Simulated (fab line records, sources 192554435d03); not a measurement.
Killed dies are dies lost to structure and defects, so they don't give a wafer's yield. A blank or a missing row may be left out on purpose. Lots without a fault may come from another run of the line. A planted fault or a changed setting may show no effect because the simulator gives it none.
Split-lot experiment | flow n5_finfet | 7 lots, 21 wafers read, on a route of 1938 steps

THE SPLIT
At N5_BEOL_M11_TRENCH_ETCH_37 (etches SiCOH lowk in C4F6/O2, target depth 148.83 nm, time 48 s), the setting time_s was moved away from the recipe's 48 s on 7 of the 21 wafers read, by -14.5% to +21.4%. The other wafers ran this setting at the recipe's value.

FROM THE SPLIT TO THE READING: what the file shows between them, 9 steps
- N5_BEOL_M11_ETCH_41: etches SiCN in CH3F/O2, target depth 42.6 nm, time 86 s
- N5_BEOL_M11_STRIP_77: strips in N2/H2, time 10 s
- N5_BEOL_M11_OCD_MEAS_38
- N5_BEOL_M11_CURE_72: cures SiCOH lowk, time 120 s (also split here: time_s)
- N5_BEOL_M11_DEGAS_44: time 60 s
- N5_BEOL_M11_PRE_CLEAN_45: time 30 s
- N5_BEOL_M11_ECD_50: material Cu, target thk 318 nm
- N5_BEOL_M11_ANNEAL_51: time 90 s
- N5_BEOL_M11_CMP_52: polishes, stops on SiCOH lowk, t overpolish 7 s, target thk 140 nm

THE READING
M11_THK, in nm, at N5_BEOL_M11_THK_MEAS_53 (measures by xrf). Fault-free wafers of this fab line usually give 139.4 nm, standard deviation 2.7 nm.

wafer  | tool, chamber at the split | time_s as run, s | against the recipe | M11_THK, nm | against lot-mates on the recipe
L074.1 | rie_diel-04, 1             | 48               | recipe             | 140.0       | -
L074.3 | rie_diel-04, 2             | 58.27            | +21.4%             | 173.1       | +33.1
L074.6 | rie_diel-04, 2             | 58.27            | +21.4%             | 174.0       | +34.0
L080.2 | rie_diel-01, 0             | 48               | recipe             | 142.6       | -
L080.3 | rie_diel-01, 2             | 48               | recipe             | 138.9       | -
L080.5 | rie_diel-01, 3             | 48               | recipe             | 139.1       | -
L091.3 | rie_diel-01, 3             | 41.06            | -14.5%             | 111.5       | -25.4
L091.4 | rie_diel-01, 2             | 48               | recipe             | 136.5       | -
L091.5 | rie_diel-01, 1             | 48               | recipe             | 137.4       | -
L089.2 | rie_diel-04, 1             | 48               | recipe             | 137.3       | -
L089.4 | rie_diel-04, 0             | 53.91            | +12.3%             | 156.7       | +19.4
L089.6 | rie_diel-04, 0             | 53.91            | +12.3%             | 155.5       | +18.2
L092.3 | rie_diel-01, 0             | 53               | +10.4%             | 152.1       | +15.5
L092.4 | rie_diel-01, 2             | 48               | recipe             | 136.6       | -
L092.6 | rie_diel-01, 1             | 53               | +10.4%             | 150.4       | +13.8
L093.1 | rie_diel-04, 2             | 48               | recipe             | 136.7       | -
L093.4 | rie_diel-04, 2             | 48               | recipe             | 139.6       | -
L093.5 | rie_diel-04, 1             | 48               | recipe             | 136.7       | -
L097.1 | rie_diel-01, 0             | 48               | recipe             | 139.6       | -
L097.4 | rie_diel-01, 1             | 48               | recipe             | 139.9       | -
L097.5 | rie_diel-01, 3             | 48               | recipe             | 139.0       | -

THE FIT
A straight line over all 21 wafers: M11_THK changes by +1.6 nm for each +1% of time_s; r = +0.99; the points scatter about the line by 2.2 nm.
The same after taking each lot's own level away (the mean of its wafers on the recipe; 21 wafers): +1.58 nm for each +1%; r = +1.00; scatter 1.2 nm.
On that fit, the largest move of time_s shifts the reading by 34 nm.
The lots' own levels span 136.60 to 140.20 nm, that is 1.3 times the standard deviation above.
So the lot-to-lot level changes the slope little: the two slopes agree.
Check: with one of the wafers moved furthest among these (+21.4%) left out of the fit, the line predicts +33.6 nm for it against its lot-mates. It came out at +33.1 nm against them.

OTHER SPLITS ON THESE WAFERS
These wafers also went through other splits before the reading. Each is held against what the fit with the lots' levels taken away leaves over:
other split on the same wafers | wafers away from the commonest value | r with M11_THK (lot level and that fit taken away)
N5_BEOL_M9_EXPOSE_08 dose_mj   | 3                                    | -0.07
N5_BEOL_M11_PECVD_70 temp_c    | 5                                    | +0.19
N5_BEOL_M11_CURE_72 time_s     | 5                                    | +0.02

THE WHOLE CHAIN: every reading that the file lists as answering this split, in the file's order
step                       | what it does                                                       | reading                                                                           | change (the file's fit)                                                                 | r (the file's)
N5_BEOL_M11_TRENCH_ETCH_37 | etches SiCOH lowk in C4F6/O2, target depth 148.83 nm, time 48 s    | BEOL_M11.feature_depth_nm (the simulator's own value, which no gauge read)        | +1.58 nm for each +1% of the setting                                                    | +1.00
N5_BEOL_M11_TRENCH_ETCH_37 | etches SiCOH lowk in C4F6/O2, target depth 148.83 nm, time 48 s    | etch.depth_nm (the simulator's own value, which no gauge read)                    | +1.58 nm for each +1% of the setting                                                    | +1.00
N5_BEOL_M11_TRENCH_ETCH_37 | etches SiCOH lowk in C4F6/O2, target depth 148.83 nm, time 48 s    | TiN_of_BEOL_M11_HM_DEP_02.thk_nm (the simulator's own value, which no gauge read) | -0.0514 nm for each +1% of the setting                                                  | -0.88
N5_BEOL_M11_OCD_MEAS_38    |                                                                    | trench_depth_nm                                                                   | +1.58 nm for each +1% of the setting                                                    | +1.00
N5_BEOL_M11_CMP_52         | polishes, stops on SiCOH lowk, t overpolish 7 s, target thk 140 nm | Cu_of_BEOL_M11_ECD_50.thk_nm (the simulator's own value, which no gauge read)     | +1.61 nm for each +1% of the setting                                                    | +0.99
N5_BEOL_M11_THK_MEAS_53    | measures by xrf                                                    | M11_THK                                                                           | +1.59 for each +1% of the setting                                                       | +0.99
N5_BEOL_M11_RS_MEAS_57     | measures by four-point-probe                                       | M11_RS                                                                            | not straight: 0.1888 at the lowest setting, 0.1508 at the recipe, 0.1183 at the highest | not given

THE FILE'S OWN FIT
M11_THK changes by +1.59 nm for each +1% of time_s, r = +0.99.
